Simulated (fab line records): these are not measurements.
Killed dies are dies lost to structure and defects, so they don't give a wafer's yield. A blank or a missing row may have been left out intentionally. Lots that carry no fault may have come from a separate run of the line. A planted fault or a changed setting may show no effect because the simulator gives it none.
Matching of chambers + flow nand harc + NHARC_P_M0_ETCH_34 on rie diel-02 has 4 sister chambers
The step etches the open film in N2/H2, target depth 40 nm, overetch 12 nm, time 43.94 s. 8 wafers are shown with their chamber, then 7 later ones without.

== EACH WAFER AND ITS CHAMBER ==
| wafer  | chamber | showerhead plenum p Torr (Torr) | drypump motor current A (A) |
|--------|---------|---------------------------------|-----------------------------|
| L887.1 | 3       | 2.00                            | 5.8                         |
| L887.4 | 1       | 1.99                            | 6.2                         |
| L891.5 | 3       | 2.00                            | 5.9                         |
| L892.5 | 1       | 1.99                            | 6.2                         |
| L890.1 | 2       | 1.97                            | 5.4                         |
| L890.6 | 0       | 1.90                            | 5.7                         |
| L902.1 | 0       | 1.90                            | 5.7                         |
| L902.2 | 2       | 1.96                            | 5.4                         |

== WAFERS MISSING THEIR CHAMBER ==
| wafer  | showerhead plenum p Torr (Torr) | drypump motor current A (A) |
|--------|---------------------------------|-----------------------------|
| L902.5 | 1.99                            | 5.8                         |
| L904.2 | 1.96                            | 5.5                         |
| L904.3 | 1.90                            | 5.7                         |
| L904.4 | 1.98                            | 6.2                         |
| L906.1 | 1.98                            | 6.2                         |
| L906.5 | 1.96                            | 5.5                         |
| L906.6 | 1.98                            | 6.2                         |

== WHICH CHAMBER EACH WENT THROUGH ==
| wafer  | from the rows above | in truth |
|--------|---------------------|----------|
| L902.5 | 3                   | 3        |
| L904.2 | 2                   | 2        |
| L904.3 | 0                   | 0        |
| L904.4 | 1                   | 1        |
| L906.1 | 1                   | 1        |
| L906.5 | 2                   | 2        |
| L906.6 | 1                   | 1        |
Correctly placed: 7 of 7. Can't be placed from these rows: 0. Placed wrongly: 0.
How it was worked out, from the rows above alone: a wafer's distance from a chamber is the root of the sum, over the readings, of the square of ((its reading less the chamber's mean) divided by the reading's scatter). If the next closest chamber is less than 2 further off than the closest, the wafer can't be placed; otherwise it belongs to the closest. A chamber's mean is the mean of its shown wafers. How the scatter is found: for the shown wafers, subtract from each reading the mean of its chamber, square and add these, divide the total by (wafers less chambers), then take the root.
